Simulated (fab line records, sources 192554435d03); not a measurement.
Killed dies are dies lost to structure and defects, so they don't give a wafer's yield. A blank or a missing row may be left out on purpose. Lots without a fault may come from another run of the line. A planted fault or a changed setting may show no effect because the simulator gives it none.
Which tool did it? | flow n5_finfet | 9 lots, 27 wafers sampled, at 5 steps of a route of 1938

WHAT THE GAUGES READ, wafer by wafer
N5_HKMG_FIN_CD_MEAS_49: target cd 202 nm. Usual: cd_nm 201.7 nm, standard deviation 0.59.
lot  | measured    | on        | cd_nm (nm)        | flag
L757 | day 4 00:32 | cd_sem-01 | 202.0 201.4 202.0 |
L763 | day 5 14:54 | cd_sem-01 | 201.8 201.8 201.3 |
L764 | day 5 20:55 | cd_sem-02 | 202.2 201.0 201.4 |
L771 | day 7 15:02 | cd_sem-03 | 201.9 202.1 202.1 |
L772 | day 7 19:45 | cd_sem-01 | 201.7 201.5 201.4 |
L774 | day 8 08:26 | cd_sem-03 | 200.9 201.1 201.1 |
L775 | day 8 13:11 | cd_sem-01 | 201.5 201.7 201.2 |
L776 | day 8 23:05 | cd_sem-02 | 202.0 201.5 201.4 |
L777 | day 9 00:53 | cd_sem-02 | 202.2 202.6 201.8 |

N5_BEOL_M4_RC_MEAS_101. Usual: DIBL_N 35.9 mV/V, standard deviation 1.3; DIBL_P 36.3 mV/V, standard deviation 1.5; IOFF_N 0.153 nA/um, standard deviation 0.023; IOFF_P 0.208 nA/um, standard deviation 0.028; ION_N 672 uA/um, standard deviation 9.7; ION_P 462 uA/um, standard deviation 6.6; SS_N 71.5 mV/dec, standard deviation 0.53; SS_P 73.3 mV/dec, standard deviation 0.59; VT_N 250.4 mV, standard deviation 2.7; VT_P -250.5 mV, standard deviation 3.
lot  | measured     | on        | DIBL_N (mV/V)  | DIBL_P (mV/V)  | IOFF_N (nA/um)    | IOFF_P (nA/um)    | ION_N (uA/um) | ION_P (uA/um) | SS_N (mV/dec)  | SS_P (mV/dec)  | VT_N (mV)         | VT_P (mV)            | flag
L757 | day 8 00:50  | prober-02 | 35.3 36.9 34.4 | 35.2 37.2 33.8 | 0.137 0.162 0.120 | 0.175 0.197 0.152 | 660 679 660   | 453 461 450   | 71.3 71.8 70.7 | 73.1 73.7 72.3 | 250.9 249.6 254.1 | -254.6 -255.0 -257.9 |
L763 | day 10 07:00 | prober-01 | 36.8 36.9 35.7 | 37.2 35.8 35.7 | 0.170 0.168 0.149 | 0.235 0.222 0.217 | 681 685 671   | 470 469 467   | 72.2 70.7 71.8 | 73.8 73.4 73.9 | 248.3 248.3 252.0 | -249.1 -250.4 -249.9 |
L764 | day 10 09:09 | prober-01 | 37.4 37.9 38.0 | 38.0 38.7 39.7 | 0.171 0.185 0.196 | 0.221 0.240 0.259 | 674 677 682   | 466 466 477   | 72.1 70.7 72.0 | 74.5 74.4 74.4 | 248.5 249.1 246.2 | -248.4 -250.1 -249.4 |
L771 | day 12 04:38 | prober-02 | 36.0 37.6 36.6 | 36.8 37.8 36.5 | 0.177 0.198 0.174 | 0.237 0.244 0.235 | 687 664 676   | 471 460 465   | 71.6 72.9 71.9 | 73.8 74.2 73.4 | 243.4 246.2 246.1 | -248.4 -247.6 -246.4 |
L772 | day 12 12:07 | prober-02 | 35.8 36.5 36.9 | 36.8 36.9 37.4 | 0.158 0.169 0.172 | 0.238 0.254 0.271 | 678 690 675   | 472 474 474   | 72.3 71.4 71.3 | 73.4 73.7 73.6 | 247.3 245.1 250.5 | -251.2 -247.2 -245.2 |
L774 | day 12 15:20 | prober-01 | 34.7 35.2 34.3 | 36.2 36.0 35.4 | 0.135 0.140 0.126 | 0.171 0.176 0.161 | 677 667 663   | 456 455 456   | 71.2 71.5 71.2 | 72.8 73.7 73.0 | 253.7 252.1 253.5 | -255.0 -255.3 -255.1 |
L775 | day 13 16:50 | prober-02 | 34.6 36.1 35.8 | 34.6 35.9 36.2 | 0.142 0.158 0.146 | 0.180 0.198 0.207 | 679 679 666   | 461 460 456   | 70.4 71.5 71.8 | 72.8 73.5 73.4 | 248.7 250.2 252.1 | -251.5 -250.3 -248.1 |
L776 | day 13 15:25 | prober-01 | 33.7 33.9 34.0 | 34.3 34.7 35.1 | 0.136 0.137 0.144 | 0.213 0.212 0.223 | 665 670 686   | 462 466 476   | 70.9 70.4 71.5 | 73.3 72.4 73.6 | 251.6 250.3 251.4 | -247.8 -248.5 -245.7 |
L777 | day 13 21:12 | prober-01 | 35.8 32.8 34.9 | 38.0 34.6 37.1 | 0.168 0.121 0.152 | 0.216 0.176 0.203 | 673 669 685   | 462 460 474   | 71.5 71.3 71.5 | 73.4 72.8 73.5 | 249.3 251.3 252.4 | -252.6 -253.5 -249.4 |

WHICH TOOL RAN EACH LOT (tool, then ch and the chambers of the sampled wafers, then the start)
lot  | N5_HKMG_FIN_ETCH_54               | N5_HKMG_FIN_ETCH_55               | N5_HKMG_FIN_CVD_62
L757 | rie_diel-06 ch 0,2, day 4 00:39   | rie_diel-06 ch 0,2, day 4 00:43   | thermal_cvd_si-01 ch 0,1,2, day 4 02:20
L763 | rie_diel-05 ch 1,2,3, day 5 15:01 | rie_diel-05 ch 1,2,3, day 5 15:05 | thermal_cvd_si-01 ch 1,2, day 5 16:43
L764 | rie_diel-06 ch 0,1, day 5 21:02   | rie_diel-06 ch 0,1, day 5 21:05   | thermal_cvd_si-02 ch 0,1,2, day 5 22:44
L771 | rie_diel-06 ch 1,3, day 7 16:26   | rie_diel-06 ch 1,3, day 7 16:30   | thermal_cvd_si-01 ch 0,1, day 7 18:08
L772 | rie_diel-06 ch 0,1,3, day 7 21:03 | rie_diel-06 ch 0,1,3, day 7 21:06 | thermal_cvd_si-02 ch 0,1,2, day 7 22:45
L774 | rie_diel-03 ch 0,2,3, day 8 08:33 | rie_diel-03 ch 0,2,3, day 8 08:37 | thermal_cvd_si-02 ch 0,2, day 8 10:16
L775 | rie_diel-05 ch 0,1,3, day 8 13:19 | rie_diel-05 ch 0,1,3, day 8 13:22 | thermal_cvd_si-01 ch 0,1,2, day 8 15:00
L776 | rie_diel-03 ch 1,2, day 8 23:12   | rie_diel-03 ch 1,2, day 8 23:15   | thermal_cvd_si-02 ch 0,1,2, day 9 00:53
L777 | rie_diel-03 ch 0,2, day 9 01:01   | rie_diel-03 ch 0,2, day 9 01:04   | thermal_cvd_si-01 ch 0,1, day 9 02:42
- N5_HKMG_FIN_ETCH_54: etches SiARC in CF4, target depth 45.5 nm, time 75.8 s.
- N5_HKMG_FIN_ETCH_55: etches SOC in N2/H2, target depth 240 nm, time 300 s.
- N5_HKMG_FIN_CVD_62: deposits a-Si from Si2H6, target thk 3 nm, time 20.8 s.

WHAT THE TOOLS THEMSELVES READ (means of the sampled wafers that have a number; where no wafer has one, the mark that the record gives instead)
N5_HKMG_FIN_ETCH_54. Usual: drypump_motor_current_A 5.8 A, standard deviation 0.35; etch_rf_on_time_s 75.5 s, standard deviation 1.1; oes_product_au 0.68 a.u., standard deviation 0.086; rf_vpp_V 183.7 V, standard deviation 1.4; showerhead_plenum_p_Torr 2.12 Torr, standard deviation 0.091; throttle_valve_pct 15.64 %, standard deviation 0.24.
lot  | tool        | drypump_motor_current_A (A) | etch_rf_on_time_s (s) | oes_product_au (a.u.) | rf_vpp_V (V) | showerhead_plenum_p_Torr (Torr) | throttle_valve_pct (%) | flag
L757 | rie_diel-06 | 6.0                         | 75.2                  | 0.70                  | 182.9        | 2.10                            | 15.50                  |
L763 | rie_diel-05 | 5.7                         | 76.7                  | 0.59                  | 182.1        | 2.04                            | 15.61                  |
L764 | rie_diel-06 | 5.7                         | 74.8                  | 0.77                  | 184.0        | 2.15                            | 15.39                  |
L771 | rie_diel-06 | 5.7                         | 88.2                  | 0.72                  | 184.4        | 2.22                            | 15.35                  | OFF
L772 | rie_diel-06 | 5.9                         | 89.6                  | 0.69                  | 183.9        | 2.15                            | 15.40                  | OFF
L774 | rie_diel-03 | 5.9                         | 76.1                  | 0.63                  | 184.3        | 2.11                            | 15.78                  |
L775 | rie_diel-05 | 5.7                         | 75.5                  | 0.60                  | 182.8        | 2.04                            | 15.72                  |
L776 | rie_diel-03 | 6.0                         | 74.9                  | 0.74                  | 184.0        | 2.12                            | 15.77                  |
L777 | rie_diel-03 | 5.8                         | 75.4                  | 0.61                  | 183.2        | 2.06                            | 15.71                  |

N5_HKMG_FIN_ETCH_55. Usual: drypump_motor_current_A 5.8 A, standard deviation 0.35; oes_product_au 0.79 a.u., standard deviation 0.1; rf_vpp_V 523 V, standard deviation 3.3; showerhead_plenum_p_Torr 2.52 Torr, standard deviation 0.11; throttle_valve_pct 17.89 %, standard deviation 0.24.
lot  | tool        | drypump_motor_current_A (A) | oes_product_au (a.u.) | rf_vpp_V (V) | showerhead_plenum_p_Torr (Torr) | throttle_valve_pct (%) | flag
L757 | rie_diel-06 | 6.0                         | 0.82                  | 523          | 2.49                            | 17.74                  |
L763 | rie_diel-05 | 5.7                         | 0.69                  | 520          | 2.40                            | 17.77                  |
L764 | rie_diel-06 | 5.7                         | 0.90                  | 524          | 2.55                            | 17.67                  |
L771 | rie_diel-06 | 5.8                         | 0.92                  | 526          | 2.64                            | 17.74                  |
L772 | rie_diel-06 | 5.9                         | 0.88                  | 524          | 2.56                            | 17.71                  |
L774 | rie_diel-03 | 6.0                         | 0.74                  | 523          | 2.51                            | 17.97                  |
L775 | rie_diel-05 | 5.7                         | 0.70                  | 520          | 2.41                            | 17.90                  |
L776 | rie_diel-03 | 6.0                         | 0.87                  | 523          | 2.52                            | 18.08                  |
L777 | rie_diel-03 | 5.7                         | 0.71                  | 521          | 2.45                            | 17.90                  |

N5_HKMG_FIN_CVD_62. Usual: heater_power_w 1453 W, standard deviation 150.
lot  | tool              | heater_power_w (W) | flag
L757 | thermal_cvd_si-01 | 1550               |
L763 | thermal_cvd_si-01 | 1402               |
L764 | thermal_cvd_si-02 | 1376               |
L771 | thermal_cvd_si-01 | 1676               |
L772 | thermal_cvd_si-02 | 1373               |
L774 | thermal_cvd_si-02 | 1426               |
L775 | thermal_cvd_si-01 | 1544               |
L776 | thermal_cvd_si-02 | 1385               |
L777 | thermal_cvd_si-01 | 1626               |

THE ANSWER, worked out from the rows above alone
Rule: a lot is off if the mean of its wafers that have a number lies more than 3 standard deviations from the usual mean. A lot without any number at a reading at which 4 lots or more have one is off too. The other lots that the step has rows for count as sound. The gauges are gone through in route order, then the tools' own readings, and for those a lot's mean is taken as printed above. The first step at which some lot is off is used, and at that step the reading that is off furthest; a lot without a number counts as furthest.
Off: L771, L772, at N5_HKMG_FIN_ETCH_54 (etch_rf_on_time_s).
A tool fits if, at that step or a process step before it, it ran every lot that is off, and no sound lot after the first of them. One fits: rie_diel-06 at N5_HKMG_FIN_ETCH_54. Its last sound lot is L764 (day 5 21:02), its first lot that is off L771 (day 7 16:26): a fault that began between those two fits.
The tool's own readings at N5_HKMG_FIN_ETCH_54 bear it out: on the lots that are off they differ by more than 5 times the standard deviation of the sound lots' means. etch_rf_on_time_s reads 88.9 s there against 75.5 s on the sound lots.

WHAT THE SIMULATOR HAD PUT IN
Process parameter drift: rie_diel-06, from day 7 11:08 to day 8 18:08, at N5_HKMG_FIN_ETCH_54. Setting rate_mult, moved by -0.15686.
Lots struck among those shown: L771, L772. The rule above found the same.
